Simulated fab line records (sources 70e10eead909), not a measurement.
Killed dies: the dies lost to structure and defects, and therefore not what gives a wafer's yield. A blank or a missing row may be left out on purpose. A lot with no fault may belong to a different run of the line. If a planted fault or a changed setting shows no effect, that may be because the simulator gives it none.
Which tool did it? ; flow nand_harc ; 12 lots with 36 wafers sampled at 5 steps, on a route of 1159 steps

WHAT THE GAUGES SHOWED, per wafer
NHARC_END_SORT_01.
lot;measured;on;defect_limited_yield (%);killed_at_array;killed_at_other;killed_at_periphery;killed_dies;killed_open;killed_short;sort_bin_2_pct (%);sort_bin_3_pct (%);sort_bin_4_pct (%);sort_n_pass;sort_rim_yield_pct (%);sort_yield_pct (%)
L681;day 21 21:46;prober-01;95.1 96.6 95.9;29 21 25;1 0 0;3 2 3;33 23 28;3 2 2;3 1 3;1.6 1.0 1.8;0 0.30 0.44;3.2 2.1 1.9;644 654 649;95.3 100.0 97.2;95.1 96.6 95.9
L683;day 21 11:22;prober-02;93.9 96.0 96.8;39 25 22;1 0 0;1 2 0;41 27 22;4 3 2;0 2 1;1.9 2.1 0.6;0.44 0.30 0.30;3.7 1.6 2.4;636 650 655;98.1 98.1 100.0;93.9 96.0 96.8
L688;day 23 02:52;prober-01;0 95.7 96.2;26 23 21;0 3 2;651 3 3;677 29 26;3 2 3;1 4 2;97.0 1.8 1.0;0.15 0.44 0.15;2.8 2.1 2.7;0 648 651;0 96.2 93.4;0 95.7 96.2
L691;day 23 15:35;prober-02;94.1 91.4 0;35 52 38;1 0 1;4 6 638;40 58 677;1 9 0;2 2 3;2.4 3.2 96.5;0 0.59 0.15;3.5 4.7 3.4;637 619 0;92.5 92.5 0;94.1 91.4 0

WHAT TOOL EACH LOT RAN ON (gives the tool, then ch and the chambers of the sampled wafers, and finally the start)
lot;NHARC_P_BONDPAD_ECD_18;NHARC_THIN_TSV_ETCH_44;NHARC_THIN_TSV_STRIP_45;NHARC_THIN_TSV_STRIP_62
L673;ecd_cu-02 ch 0,1, day 6 10:41;rie_diel-13 ch 1,3, day 18 19:14;plasma_asher-02 ch 1, day 18 20:04;plasma_asher-01 ch 0,1, day 18 21:35
L675;ecd_cu-01 ch 0,1, day 7 01:52;rie_diel-12 ch 0,1,2, day 19 07:20;plasma_asher-02 ch 0,1, day 19 08:12;plasma_asher-02 ch 0,1, day 19 09:44
L674;ecd_cu-02 ch 0,1, day 7 02:42;rie_diel-13 ch 0,1,2, day 19 06:08;plasma_asher-02 ch 0,1, day 19 06:52;plasma_asher-01 ch 1, day 19 08:24
L676;ecd_cu-01 ch 0,1, day 7 04:05;rie_diel-12 ch 0,2,3, day 19 08:32;plasma_asher-01 ch 0,1, day 19 09:21;plasma_asher-01 ch 0,1, day 19 10:55
L678;ecd_cu-01 ch 0,1, day 7 15:44;rie_diel-12 ch 1,2,3, day 19 21:35;plasma_asher-02 ch 0,1, day 19 22:16;plasma_asher-02 ch 0,1, day 20 01:31
L677;ecd_cu-02 ch 0, day 7 15:53;rie_diel-12 ch 0,1,3, day 19 22:51;plasma_asher-02 ch 0,1, day 20 01:17;plasma_asher-02 ch 0, day 20 02:56
L681;ecd_cu-02 ch 0,1, day 8 20:14;rie_diel-04 ch 1,2,3, day 21 06:34;plasma_asher-02 ch 0,1, day 21 07:20;plasma_asher-02 ch 0,1, day 21 08:55
L683;ecd_cu-02 ch 0,1, day 9 04:03;rie_diel-12 ch 1,2, day 20 22:03;plasma_asher-01 ch 0,1, day 20 22:50;plasma_asher-02 ch 0,1, day 21 00:27
L684;ecd_cu-01 ch 0, day 9 22:34;rie_diel-12 ch 0,3, day 21 17:41;plasma_asher-02 ch 0,1, day 21 18:31;plasma_asher-01 ch 1, day 21 20:12
L688;ecd_cu-02 ch 0,1, day 10 14:38;rie_diel-04 ch 0,1, day 22 11:55;plasma_asher-02 ch 1, day 22 12:46;plasma_asher-02 ch 0, day 22 14:44
L691;ecd_cu-02 ch 0,1, day 11 12:15;rie_diel-12 ch 0,2, day 23 01:35;plasma_asher-01 ch 0, day 23 02:19;plasma_asher-01 ch 0,1, day 23 03:52
L692;ecd_cu-01 ch 0,1, day 11 12:32;rie_diel-13 ch 0,2,3, day 23 21:51;plasma_asher-01 ch 0,1, day 23 22:35;plasma_asher-02 ch 0,1, day 24 00:08
- NHARC_P_BONDPAD_ECD_18: material Cu, target thk 400 nm.
- NHARC_THIN_TSV_ETCH_44: etches the open film in CF4/O2, target depth 1594.2 nm, time 797.1 s.
- NHARC_THIN_TSV_STRIP_45: strips in O2.
- NHARC_THIN_TSV_STRIP_62: strips in N2/H2, time 20 s.

WHAT THE TOOLS THEMSELVES READ (means of the sampled wafers that have a number; where no wafer has one, the mark that the record gives instead)
NHARC_THIN_TSV_ETCH_44.
lot;tool;drypump_motor_current_A (A);oes_product_au (a.u.);rf_vpp_V (V);showerhead_plenum_p_Torr (Torr);throttle_valve_pct (%)
L673;rie_diel-13;5.6;1.006;794;1.83;16.913
L675;rie_diel-12;5.6;0.998;792;1.79;16.905
L674;rie_diel-13;5.7;0.996;793;1.81;16.919
L676;rie_diel-12;5.9;0.989;795;1.85;16.908
L678;rie_diel-12;5.4;0.996;795;1.85;16.914
L677;rie_diel-12;5.6;0.992;794;1.82;16.910
L681;rie_diel-04;5.5;0.996;796;1.85;16.904
L683;rie_diel-12;5.1;1.005;790;1.78;16.908
L684;rie_diel-12;6.0;1.003;794;1.83;16.912
L688;rie_diel-04;5.8;0.980;798;1.88;16.916
L691;rie_diel-12;6.0;0.998;792;1.81;16.904
L692;rie_diel-13;5.8;1.009;797;1.88;16.913

NHARC_THIN_TSV_STRIP_45.
lot;tool;drypump_motor_current_A (A);heater_power_w (W)
L673;plasma_asher-02;5.8;283
L675;plasma_asher-02;6.0;293
L674;plasma_asher-02;6.0;298
L676;plasma_asher-01;5.6;310
L678;plasma_asher-02;6.0;294
L677;plasma_asher-02;6.2;304
L681;plasma_asher-02;6.2;303
L683;plasma_asher-01;5.8;288
L684;plasma_asher-02;6.2;305
L688;plasma_asher-02;5.8;284
L691;plasma_asher-01;6.2;281
L692;plasma_asher-01;5.9;292

NHARC_THIN_TSV_STRIP_62.
lot;tool;drypump_motor_current_A (A);heater_power_w (W)
L673;plasma_asher-01;5.6;309
L675;plasma_asher-02;6.2;307
L674;plasma_asher-01;5.3;314
L676;plasma_asher-01;5.9;300
L678;plasma_asher-02;6.2;311
L677;plasma_asher-02;6.4;321
L681;plasma_asher-02;6.2;307
L683;plasma_asher-02;6.2;306
L684;plasma_asher-01;5.3;300
L688;plasma_asher-02;6.4;318
L691;plasma_asher-01;5.7;294
L692;plasma_asher-02;6.2;314

THE ANSWER, worked out from the rows above alone
Rule: the lots themselves supply what counts as usual. Put in order of their means at a reading, lots are off if they are a third of the lots or fewer, leave a main group of 4 or more, and stand apart from it by a gap of 3 or more times the standard deviation of the main group's means; of several such gaps the widest counts. The tables above print the reading to a certain number of digits; a main group whose means all agree to those digits is not used. Also off: a lot with no number at a reading for which 4 or more lots have one. The other lots that the step has rows for count as sound. The gauges are gone through in route order, then the tools' own readings, and for those a lot's mean is taken as printed above. The first step at which some lot is off is used, and at that step the reading that is off furthest; a lot without a number counts as furthest.
Nothing can be told from this: no lot is off at any reading shown.

WHAT THE SIMULATOR HAD PUT IN
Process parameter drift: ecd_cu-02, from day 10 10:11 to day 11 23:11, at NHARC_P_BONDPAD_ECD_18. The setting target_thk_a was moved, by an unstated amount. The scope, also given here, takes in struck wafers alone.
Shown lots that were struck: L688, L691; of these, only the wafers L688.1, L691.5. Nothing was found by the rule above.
